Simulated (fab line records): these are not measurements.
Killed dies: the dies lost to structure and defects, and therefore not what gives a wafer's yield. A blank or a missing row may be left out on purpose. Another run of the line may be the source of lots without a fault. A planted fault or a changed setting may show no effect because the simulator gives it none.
fab line records	flow n5-finfet
record lots=12	wafers=30	last-day=17
route steps=1938 shown SD_EPI_P@308 SD_ACTIVATION@331 ILD0@338 BEOL_M4@1111 PASSIVATION@1936
lots that met no fault: taken from a fault-free run of the same line
start-h: hours from the record's opening day to when the first of the lot's shown wafers began	wait-h: hours elapsed since this lot's preceding step	" identical to the entry in the row above	L1.1+2: a single row standing in for several wafers	- value missing, or start not given	* or withheld: withheld	< > ~ a bound
route shown NAME@n: NAME is a module with steps in the file, n the number in the route of the first one	usual: mean/standard deviation of fault-free wafers	same: alike in all rows	chamber/n: place in a boat	sites: the reading at each site	_std_site: how widely they spread, as a standard deviation	_edge_site: mean of outer sites minus mean of inner sites	radius-mm: for every site, how far away it sits from the centre of the wafer	mask NAME#n: copy n	behind: the tool/chamber that last shaped the wafer	hold: the reason the lot was held/the length of the hold in hours/how it ended	device: whichever transistor did not switch (one of n, p or np)	end of line: tests of these same wafers at the route's end	for a step that has no rows: nothing shown but its recipe	killed: not the wafer's yield, but the dies lost to structure and defects at the first sort	map: dies across one wafer; x = killed, . = not, _ = none there
set.NAME: setting as actually run; set.NAME@STEP: the setting as run at that earlier step	model.NAME: the simulator's own value behind a step, which no gauge read
route steps across a sampled set of lots; one table per step, one row per wafer
services: from which hour (start-h, from the record's first day; less than 0 if before it) a tool's chamber was out of use, for how many hours, and why
## steps
# step N5_SD_EPI_P_ETCH_37
# recipe chemistry=N2/H2	target=SOC	overetch-a=1080	mask-material=SiARC	temp-c=40	ion-energy-ev=100	source-w=3000	bias-w=133	pressure-mtorr=20	time-s=486	n2-flow-sccm=200	h2-flow-sccm=200	ends=end-point
# usual drypump-motor-current-A=5.5/0.32	oes-product-au=0.68/0.064	rf-vpp-V=241.1/1.2	showerhead-plenum-p-Torr=2.56/0.067	throttle-valve-pct=23.9/0.32
lot.wafer	tool	chamber	start-h	wait-h	drypump-motor-current-A	oes-product-au	rf-hours-counter-h	rf-vpp-V	showerhead-plenum-p-Torr	throttle-valve-pct
L188.4	rie-diel-02	3	61.87	0.2	5.7	0.66	-	239.7	2.52	24.2
L188.6	"	2	"	"	5.7	0.66	-	242.5	2.59	23.4
L190.4	rie-diel-01	3	75.22	0.0	5.2	0.65	193	242.0	2.52	23.8
L190.5	"	1	"	"	5.6	0.69	-	242.4	2.65	23.7
L190.6	"	2	"	"	5.9	0.67	-	240.4	2.52	24.3
L192.2	rie-diel-06	0	84.39	0.0	5.4	0.68	131	241.0	2.67	24.1
L192.3	"	2	"	"	5.0	0.81	34	241.9	2.58	23.5
L192.6	"	3	"	"	4.9	0.64	-	237.8	2.40	23.9
L200.3	rie-diel-01	2	137.91	0.0	5.9	0.64	198	240.1	2.52	24.3
L200.6	"	1	"	"	5.5	0.68	-	242.5	2.64	23.8
L201.5	rie-diel-06	0	150.05	0.2	5.3	0.67	-	241.9	2.66	24.1
L201.6	"	1	"	"	6.0	0.63	-	241.3	2.63	24.3
L202.3	rie-diel-06	2	154.22	0.0	5.0	0.78	54	241.7	2.57	23.6
L202.4	"	1	"	"	6.0	0.63	208	241.6	2.63	24.3
L202.6	"	0	"	"	5.4	0.67	-	242.2	2.66	24.1
L204.1	rie-diel-06	2	158.39	0.0	5.0	0.78	54	242.0	2.57	23.6
L204.2	"	1	"	"	6.0	0.63	209	241.3	2.63	24.3
L204.6	"	3	"	"	4.9	0.63	-	239.7	2.39	23.9
L205.1	rie-diel-06	0	167.00	0.0	5.3	0.65	155	241.6	2.66	24.1
L205.4	"	3	"	"	4.9	0.62	217	239.6	2.39	23.9
L205.6	"	3	"	"	4.9	0.62	-	238.1	2.39	23.9
L207.2	rie-diel-01	0	174.51	0.0	5.3	0.78	35	241.3	2.57	23.8
L207.3	"	1	"	"	5.5	0.67	159	242.7	2.64	23.8
L207.5	"	3	"	"	5.2	0.63	-	241.4	2.51	23.9
L208.5	rie-diel-01	2	178.83	0.2	5.9	0.64	-	239.5	2.51	24.3
L208.6	"	1	"	"	5.5	0.68	-	242.4	2.63	23.8
L209.5	rie-diel-01	1	184.76	0.2	5.5	0.67	-	242.0	2.63	23.8
L209.6	"	0	"	"	5.3	0.77	-	242.2	2.56	23.8
L210.2	rie-diel-02	1	195.50	0.0	5.9	0.64	215	241.0	2.50	23.6
L210.5	"	2	"	"	5.7	0.63	-	242.0	2.57	23.4
# step N5_SD_ACTIVATION_LSA_01
# recipe temp-c=1080	time-s=0.0008	ambient=N2
# usual wafer_temp_C_max=1084.7/1
lot.wafer	tool	chamber	start-h	wait-h	wafer_temp_C_max
L188.4	laser-anneal-01	0	66.03	0.2	1084.9
L188.6	"	0	"	"	1084.5
L190.4	laser-anneal-02	0	82.69	0.2	1086.8
L190.5	"	0	"	"	1084.5
L190.6	"	0	"	"	1086.7
L192.2	laser-anneal-02	0	88.27	0.2	1084.6
L192.3	"	0	"	"	1087.1
L192.6	"	0	"	"	1086.3
L200.3	laser-anneal-02	0	141.85	0.2	1085.4
L200.6	"	0	"	"	1084.2
L201.5	laser-anneal-02	0	154.71	0.2	1084.4
L201.6	"	0	"	"	1084.7
L202.3	laser-anneal-02	0	159.28	0.2	1084.9
L202.4	"	0	"	"	1082.9
L202.6	"	0	"	"	1084.3
L204.1	laser-anneal-01	0	163.35	0.2	1086.6
L204.2	"	0	"	"	1084.3
L204.6	"	0	"	"	1083.6
L205.1	laser-anneal-01	0	170.86	0.2	1086.3
L205.4	"	0	"	"	1083.8
L205.6	"	0	"	"	1083.6
L207.2	laser-anneal-02	0	179.24	0.2	1084.9
L207.3	"	0	"	"	1083.4
L207.5	"	0	"	"	1083.6
L208.5	laser-anneal-01	0	183.66	0.2	1086.4
L208.6	"	0	"	"	1084.5
L209.5	laser-anneal-02	0	188.77	0.2	1084.9
L209.6	"	0	"	"	1084.7
L210.2	laser-anneal-01	0	200.43	0.3	1083.9
L210.5	"	0	"	"	1084.7
# step N5_ILD0_CMP_03
# recipe stop-on=SiNx	t-overpolish-s=1.9	post-cmp-clean=alkaline-brush	down-force-psi=4.1491	platen-rpm=51.796	pad-velocity-m-s=1.0306	target-thk-nm=197.38
# usual motor-current-A=12.6/1.2	overpolish-run-s=1.901/0.0098	platen-rpm=51.79/0.035	time-to-endpoint-s=72/4.9
lot.wafer	tool	chamber	start-h	wait-h	motor-current-A	overpolish-run-s	platen-rpm	time-to-endpoint-s
L188.4	cmp-04	0	69.03	0.1	13.1	1.907	51.79	68
L188.6	"	0	"	"	13.2	1.897	51.74	70
L190.4	cmp-04	0	85.58	0.1	13.1	1.900	49.78	77
L190.6	"	3	"	"	12.6	1.899	49.75	74
L190.5	"	0	"	"	13.0	1.892	49.75	77
L192.2	cmp-04	2	93.92	0.1	12.9	1.892	49.74	70
L192.3	"	3	"	"	12.9	1.892	49.75	74
L192.6	"	0	"	"	12.7	1.889	49.69	77
L200.3	cmp-02	0	144.82	0.1	12.3	1.891	51.71	76
L200.6	"	1	"	"	10.4	1.888	51.81	70
L201.5	cmp-02	1	157.66	0.2	10.8	1.910	51.74	68
L201.6	"	2	"	"	11.8	1.903	51.79	81
L202.4	cmp-01	2	162.20	0.1	11.1	1.904	51.73	67
L202.3	"	3	"	"	13.3	1.896	51.83	71
L202.6	"	1	"	"	14.7	1.904	51.75	70
L204.2	cmp-04	0	168.05	0.1	13.2	1.898	51.78	81
L204.1	"	1	"	"	13.3	1.911	51.77	76
L204.6	"	0	"	"	13.1	1.903	51.77	83
L205.4	cmp-02	0	174.03	0.0	11.8	1.914	51.88	74
L205.1	"	2	"	"	12.2	1.895	51.87	80
L205.6	"	0	"	"	11.8	1.897	51.80	75
L207.2	cmp-04	3	183.70	0.4	12.7	1.919	51.84	77
L207.3	"	0	"	"	12.7	1.909	51.76	80
L207.5	"	2	"	"	11.7	1.923	51.78	76
L208.5	cmp-04	2	187.02	0.2	12.9	1.914	51.80	76
L208.6	"	3	"	"	12.6	1.908	51.81	75
L209.6	cmp-04	3	192.37	0.2	12.9	1.903	51.80	75
L209.5	"	0	"	"	12.7	1.896	51.83	76
L210.2	cmp-01	1	203.56	0.1	16.2	1.910	51.78	72
L210.5	"	0	"	"	12.8	1.889	51.74	64
# step N5_ILD0_THK_MEAS_08
# usual thk-nm=139.3/1.4
lot.wafer	tool	chamber	start-h	wait-h	thk-nm
L188.4	film-metro-02	-	69.61	-	138.9
L188.6	"	-	"	"	140.0
L190.4	film-metro-02	-	86.23	-	138.7
L190.5	"	-	"	"	138.4
L190.6	"	-	"	"	141.8
L192.2	film-metro-02	-	94.46	-	141.3
L192.3	"	-	"	"	136.6
L192.6	"	-	"	"	137.3
L200.3	film-metro-02	-	145.33	-	140.6
L200.6	"	-	"	"	140.3
L201.5	film-metro-02	-	158.14	-	139.1
L201.6	"	-	"	"	139.9
L202.3	film-metro-02	-	162.78	-	140.5
L202.4	"	-	"	"	140.3
L202.6	"	-	"	"	139.9
L204.1	film-metro-02	-	168.63	-	140.5
L204.2	"	-	"	"	141.1
L204.6	"	-	"	"	141.0
L205.1	film-metro-01	-	174.64	-	137.7
L205.4	"	-	"	"	139.9
L205.6	"	-	"	"	140.3
L207.2	film-metro-01	-	184.41	-	140.4
L207.3	"	-	"	"	141.7
L207.5	"	-	"	"	140.7
L208.5	film-metro-02	-	187.49	-	139.9
L208.6	"	-	"	"	137.2
L209.5	film-metro-01	-	192.84	-	137.1
L209.6	"	-	"	"	139.8
L210.2	film-metro-01	-	204.10	-	138.4
L210.5	"	-	"	"	138.6
# step N5_BEOL_M4_RC_MEAS_101
# usual DIBL_N=36.0/2	DIBL_P=35.9/2.5	IOFF_N=0.16/0.038	IOFF_P=0.21/0.04	ION_N=675/14	ION_P=462/9.4	SS_N=71.5/0.75	SS_P=73.2/0.74	VT_N=250/3.9	VT_P=-251/3.2
lot.wafer	tool	chamber	start-h	wait-h	DIBL_N[mV/V]	DIBL_P[mV/V]	IOFF_N[nA/um]	IOFF_P[nA/um]	ION_N[uA/um]	ION_P[uA/um]	SS_N[mV/dec]	SS_P[mV/dec]	VT_N[mV]	VT_P[mV]
L188.4	prober-01	0	164.16	0.5	35.2	35.1	0.17	0.22	691	472	70.9	73.1	244	-245
L188.6	"	0	"	"	36.8	35.2	0.21	0.22	694	466	71.7	73.5	242	-246
L190.4	prober-01	0	182.65	0.5	36.7	37.6	0.18	0.24	670	463	72.8	73.0	249	-249
L190.5	"	0	"	"	37.8	38.4	0.21	0.24	678	455	73.3	74.1	250	-249
L190.6	"	0	"	"	34.0	33.3	0.13	0.16	667	459	72.2	73.1	257	-254
L192.2	prober-02	0	192.72	0.2	36.9	37.7	0.20	0.25	705	478	71.5	73.2	244	-246
L192.3	"	0	"	"	37.0	39.5	0.18	0.28	681	474	71.4	74.4	249	-249
L192.6	"	0	"	"	37.0	38.4	0.18	0.26	692	479	71.2	73.7	247	-248
L200.3	prober-01	0	243.21	0.3	37.8	37.0	0.22	0.23	678	454	72.3	73.3	245	-250
L200.6	"	0	"	"	35.9	37.3	0.17	0.24	665	459	71.3	73.5	249	-245
L202.3	prober-01	0	268.25	0.3	38.6	39.3	0.22	0.24	685	466	72.4	73.3	248	-251
L202.4	"	0	"	"	38.6	39.2	0.21	0.26	683	472	72.2	73.0	248	-248
L202.6	"	0	"	"	35.6	36.2	0.17	0.20	696	474	71.3	72.3	248	-249
L201.5	prober-02	0	268.78	0.6	35.2	36.0	0.17	0.22	695	472	71.0	73.5	248	-248
L201.6	"	0	"	"	32.2	30.1	0.10	0.13	655	448	70.8	71.6	257	-258
L204.1	prober-02	0	269.86	0.0	33.6	34.1	0.12	0.17	669	457	71.5	72.7	255	-253
L204.2	"	0	"	"	35.3	36.7	0.14	0.20	647	447	71.2	72.7	251	-249
L204.6	"	0	"	"	34.5	37.0	0.14	0.21	688	473	70.9	73.6	250	-249
L205.1	prober-02	0	272.75	0.0	33.8	34.0	0.11	0.18	664	460	70.7	72.6	254	-251
L205.4	"	0	"	"	41.3	42.8	0.28	0.35	705	482	72.3	74.6	240	-243
L205.6	"	0	"	"	34.4	34.7	0.13	0.19	673	464	70.6	72.5	252	-252
L207.2	prober-01	0	276.71	0.2	36.8	37.8	0.16	0.21	685	465	71.4	73.6	250	-248
L207.3	"	0	"	"	31.9	32.6	0.09	0.15	660	463	70.5	71.4	258	-256
L207.5	"	0	"	"	35.9	36.6	0.15	0.20	676	468	71.2	72.9	251	-251
L208.5	prober-01	0	296.35	0.6	36.6	36.4	0.14	0.22	661	458	71.7	73.2	253	-250
L208.6	"	0	"	"	37.0	37.0	0.16	0.24	672	466	71.4	73.7	249	-249
L209.5	prober-01	0	301.39	0.6	34.7	35.0	0.12	0.17	664	460	71.2	72.7	254	-253
L209.6	"	0	"	"	33.0	31.9	0.11	0.15	663	464	70.9	71.9	258	-256
L210.2	prober-01	0	311.46	0.2	38.3	37.2	0.19	0.21	689	465	72.3	74.2	249	-253
L210.5	"	0	"	"	39.1	37.9	0.21	0.22	679	454	73.5	73.3	246	-250
# step N5_PASSIVATION_PROBE_49
# usual defect-limited-yield=91.3/1.5	killed_at_M0_to_M3=33/12	killed_at_M4_up=15/5.2	killed-at-contacts=12/5.1	killed-at-front-end=39/11	killed-at-other=5/3.6	killed-dies=103/18	killed-open=67/13	killed-short=33/7.8	sort_bin_5_function=5.1/0.96	sort_bin_6_memory=3.2/0.71	sort_bin_8_speed=0.01/0.063	sort-n-pass=1077/18	sort-yield-pct=91.3/1.5
# same gross-dies=1180	killed-at-back-side=0	sort_bin_4_leakage[%]=0
lot.wafer	tool	chamber	start-h	wait-h	defect-limited-yield[%]	killed_at_M0_to_M3	killed_at_M4_up	killed-at-contacts	killed-at-front-end	killed-at-other	killed-dies	killed-open	killed-short	sort_bin_5_function[%]	sort_bin_6_memory[%]	sort_bin_8_speed[%]	sort-n-pass	sort-yield-pct[%]
L190.4	prober-02	-	278.62	0.2	90.9	43	14	13	31	6	107	81	24	4.7	4.2	0	1073	90.9
L190.5	prober-02	-	278.67	0.2	90.3	43	13	14	39	5	114	72	32	4.5	4.2	0	1066	90.3
L190.6	prober-02	-	278.72	0.3	89.8	47	24	7	35	7	120	81	38	6.5	3.5	0	1060	89.8
# killed by level:class
L190.4 BEOL_M0_SAQP:geometric-particle:open=13 FIN_SAQP:geometric-particle:open=10 MOL_CONTACT_COAG:geometric-particle:open=9 BEOL_M4:geometric-particle:open=9 BEOL_M2:geometric-particle:open=7 BEOL_M3:geometric-particle:open=7 DUMMY_GATE:geometric-particle:open=6 BEOL_M0_SAQP:geometric-particle:short=6
L190.5 BEOL_M0_SAQP:geometric-particle:short=13 BEOL_M0_SAQP:geometric-particle:open=13 MOL_CONTACT_COAG:geometric-particle:open=10 HKMG_FIN:area-etch=8 DUMMY_GATE:geometric-particle:open=7 BEOL_M3:geometric-particle:open=7 STI_FIN_REVEAL:geometric-particle:open=6 BEOL_M0:geometric-particle:open=5
L190.6 BEOL_M0_SAQP:geometric-particle:open=14 BEOL_M4:geometric-particle:open=12 BEOL_M3:geometric-particle:open=9 BEOL_M4:geometric-particle:short=7 DUMMY_GATE:geometric-particle:open=6 MOL_CONTACT_COAG:geometric-particle:open=6 FIN_SAQP:geometric-particle:open=5 FIN_SAQP:geometric-particle:short=5
## services
tool	chamber	start-h	hours	kind
laser-anneal-01	-	39.44	2.1	pm
rie-diel-02	0	51.40	10.9	repair
cmp-02	-	65.66	13.7	pm
cmp-04	-	78.61	2.0	repair
cmp-01	-	84.66	6.7	repair
rie-diel-01	-	94.56	2.8	pm
cmp-02	-	112.86	1.6	repair
rie-diel-01	0	114.37	7.6	repair
rie-diel-06	1	127.09	2.5	repair
cmp-04	-	131.28	3.7	pm
rie-diel-06	2	139.56	7.7	repair
rie-diel-01	3	142.69	2.2	repair
laser-anneal-01	-	142.83	12.5	pm
laser-anneal-01	-	157.98	1.3	repair
cmp-02	-	169.22	0.3	repair
cmp-01	-	170.88	0.9	repair
laser-anneal-02	-	171.15	2.6	pm
cmp-01	-	175.34	1.2	repair
rie-diel-02	1	178.83	7.1	repair
cmp-02	-	180.72	4.0	pm
cmp-01	-	181.64	5.3	repair
cmp-02	-	184.72	-	consumable-replace:conditioner
cmp-01	-	189.61	2.0	repair
laser-anneal-02	-	200.94	1.5	repair
## key
first-sign step=N5_ILD0_CMP_03	reading=platen-rpm	direction=down	sigmas=59	usual=51.79	struck=49.74
effect none on later readings
met-at N5_ILD0_CMP_03
struck-lots L190,L192
not-acting-at N5_SD_EPI_P_ETCH_37,N5_SD_ACTIVATION_LSA_01,N5_ILD0_THK_MEAS_08
onset-between 69.03 85.58
fault kind=process-parameter-drift	tool=cmp-04	chamber=-	onset-h=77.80	steps=N5_ILD0_CMP_03	channel=platen-rpm	offset=-2.0718	shape=step	end-h=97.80	acts-in=these-recipes-only	stated=51.796
